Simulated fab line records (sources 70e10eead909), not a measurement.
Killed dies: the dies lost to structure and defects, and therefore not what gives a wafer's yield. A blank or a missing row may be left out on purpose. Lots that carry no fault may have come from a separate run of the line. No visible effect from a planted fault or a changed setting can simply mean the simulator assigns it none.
The tool behind it: which one? | flow nand_harc | 12 lots with 36 wafers sampled at 4 steps, on a route of 1302 steps

== WHAT THE GAUGES READ, wafer by wafer ==
NHARC_A_CONTACT_INSPECT_10.
lot  | measured     | on                | raw_defect_count
L074 | day 22 17:59 | defect_inspect-02 | 20 23 28
L077 | day 24 00:59 | defect_inspect-02 | 73 54 50
L078 | day 25 01:49 | defect_inspect-01 | 81 78 78
L082 | day 25 18:16 | defect_inspect-01 | 67 66 60
L083 | day 25 22:53 | defect_inspect-02 | 84 91 83
L085 | day 27 03:03 | defect_inspect-01 | 99 96 114
L087 | day 27 10:56 | defect_inspect-02 | 93 90 83
L089 | day 28 17:33 | defect_inspect-01 | 117 80 96
L091 | day 29 12:20 | defect_inspect-02 | 48 62 63
L093 | day 30 07:55 | defect_inspect-01 | 118 114 113
L094 | day 30 15:14 | defect_inspect-02 | 77 86 75
L097 | day 32 08:21 | defect_inspect-01 | 113 140 130

== EACH LOT AND THE TOOL THAT RAN IT (in order: tool; ch and the chambers of the sampled wafers; start) ==
lot  | NHARC_A_CONTACT_DEP_28        | NHARC_A_CONTACT_ETCH_50                       | NHARC_A_CONTACT_DEP_85
L074 | acl_dep-01 ch 0, day 21 14:19 | rie_diel-05 ch 1,2,3, day 22 17:08 or earlier | pecvd-02 ch 0,1,2, day 22 17:08
L077 | acl_dep-02 ch 0, day 23 01:26 | rie_diel-05 ch 0,1,2, day 24 00:19 or earlier | pecvd-02 ch 0,1, day 24 00:19
L078 | acl_dep-01 ch 0, day 23 23:49 | rie_diel-05 ch 2,3, day 25 01:03 or earlier   | pecvd-03 ch 0,1,2, day 25 01:03
L082 | acl_dep-01 ch 0, day 24 17:49 | rie_diel-05 ch 0,1,3, day 25 17:32 or earlier | pecvd-01 ch 0,1,2, day 25 17:32
L083 | acl_dep-03 ch 0, day 25 00:08 | rie_diel-05 ch 0,1,3, day 25 22:11 or earlier | pecvd-03 ch 0,1,2, day 25 22:11
L085 | acl_dep-01 ch 0, day 25 20:52 | rie_diel-05 ch 1,2, day 27 02:13 or earlier   | pecvd-03 ch 0,1,2, day 27 02:13
L087 | acl_dep-01 ch 0, day 26 06:39 | rie_diel-05 ch 0,1,2, day 27 10:07 or earlier | pecvd-01 ch 0,1,2, day 27 10:07
L089 | acl_dep-02 ch 0, day 27 16:39 | rie_diel-12 ch 1,3, day 28 16:49 or earlier   | pecvd-02 ch 0,1,2, day 28 16:49
L091 | acl_dep-01 ch 0, day 28 07:22 | rie_diel-05 ch 0,1,3, day 29 11:37 or earlier | pecvd-03 ch 0,1,2, day 29 11:37
L093 | acl_dep-02 ch 0, day 29 08:23 | rie_diel-05 ch 0,2, day 30 07:03 or earlier   | pecvd-02 ch 0,2, day 30 07:03
L094 | acl_dep-01 ch 0, day 29 15:59 | rie_diel-12 ch 0,2, day 30 14:25 or earlier   | pecvd-03 ch 0,1, day 30 14:25
L097 | acl_dep-02 ch 0, day 31 03:06 | rie_diel-05 ch 1,2, day 31 07:50              | pecvd-02 ch 0,1, day 32 07:38
- NHARC_A_CONTACT_DEP_28: deposits aC, target thk 7000 nm.
- NHARC_A_CONTACT_ETCH_50: etches the open film in CF4/CHF3, target depth 121 nm, time 60.5 s.
- NHARC_A_CONTACT_DEP_85: deposits SiON, target thk 60 nm.

== THE ANSWER, worked out from the rows above alone ==
Rule: the usual values come from the lots themselves. The widest of any qualifying gaps counts: lots, ordered by their means at a reading, are off when they make up no more than a third of the lots, leave a main group of 4 or more, and stand apart from it by 3 or more times the standard deviation of that group's means. Not used: any main group whose means are identical at the precision the tables above print for the reading. A lot without any number at a reading at which 4 lots or more have one is off too. The other lots that the step has rows for count as sound.
None of the lots is off at any reading shown; this tells nothing.

== WHAT HAD BEEN PUT IN BY THE SIMULATOR ==
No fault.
